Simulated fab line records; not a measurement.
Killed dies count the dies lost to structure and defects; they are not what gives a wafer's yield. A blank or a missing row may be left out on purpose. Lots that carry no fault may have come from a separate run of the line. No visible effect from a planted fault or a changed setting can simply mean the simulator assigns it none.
A lot that was struck, set against a sound lot	flow nand harc	13 steps out of a route of 1159
Sound: these wafers, L527.4, L527.5, L527.6. Struck: wafers L522.1, L522.2, L522.3. Last of all comes the cause.
Per side, at each step with rows, come the tool, then ch with its chambers, and then its first start. Under that, the readings that differ: sound wafers	struck wafers	difference of the means	sigmas: that difference in standard deviations of wafers without a fault.
alike: same words and numbers on both sides, and readings whose means sit less than 2 such deviations apart. not compared: any withheld reading, any reading some wafer has no value for, any bound like >300 that may hide the same value, and any number with overlapping values for which the record gives no deviation.
The two part at a step that has a row with sigmas, a row that says differs or no value, or rows on one side only. Numbers that have no deviation but don't overlap get no sigmas and don't part them. A reading missing from all wafers of one side parts the sides only when that side holds two or more wafers.

NHARC_P_M1_DEGAS_29: time 60 s.
  sound on pvd sputter-02, day 10 14:49; struck on pvd sputter-02, day 9 08:02
  alike: heater power w
then, 1 step without rows for these wafers: NHARC_P_M1_PRE_CLEAN_30 (time 30 s).
NHARC_P_M1_PVD_20: deposits TaN, target thk 5 nm, time 8.06 s.
  sound on pvd sputter-02; struck on pvd sputter-02
  alike: cathode dc power W, throttle valve pct
NHARC_P_M1_PVD_21: deposits Cu, target thk 30 nm, time 20.49 s.
  sound on pvd sputter-02; struck on pvd sputter-02
  alike: cathode dc power W, throttle valve pct
then, 1 step without rows for these wafers: NHARC_P_M1_ECD_22 (material Cu, target thk 400 nm).
NHARC_P_M1_ANNEAL_31: time 90 s.
  sound on rtp anneal-01 ch 0, day 10 15:47; struck on rtp anneal-02 ch 0, day 9 08:47
  alike: anneal temp c max, wafer_temp_C_max
NHARC_P_M1_CMP_23: polishes, t overpolish 20 s, target thk 157.82 nm.
  sound on cmp-04 ch 2,3, day 10 15:59; struck on cmp-03 ch 0,2,3, day 9 09:07
  alike: motor current A, time to endpoint s
NHARC_P_M1_THK_MEAS_24: measures by xrf.
  sound on film metro-01, day 10 16:18; struck on film metro-02, day 9 09:26
  alike: thk nm
then, 1 step without rows for these wafers: NHARC_P_M1_SRD_25.
NHARC_P_M1_INSPECT_27:
  sound on defect inspect-02, day 10 16:28; struck on defect inspect-01, day 9 09:35
  alike: raw defect count
then, 1 step without rows for these wafers: NHARC_P_M1_PRE_CLEAN_32 (time 12 s).
NHARC_P_M1_DEP_33: deposits SiCN, target thk 30 nm.
  sound on pecvd-03 ch 1,2, day 10 17:40; struck on pecvd-03 ch 0,1,2, day 9 09:44
  no value came back on the struck wafers for chamber pressure Torr (Torr), heater power outer w (W), heater power w (W); on the sound wafers chamber pressure Torr (Torr) reads 3.006 2.999 3.015
then, 1 step without rows for these wafers: NHARC_P_M2_DEP_00 (deposits SiOC, target thk 182.5 nm).

WHERE THEY PART
Within this record, at NHARC_P_M1_DEP_33 only.

WHY: the cause the simulator had injected
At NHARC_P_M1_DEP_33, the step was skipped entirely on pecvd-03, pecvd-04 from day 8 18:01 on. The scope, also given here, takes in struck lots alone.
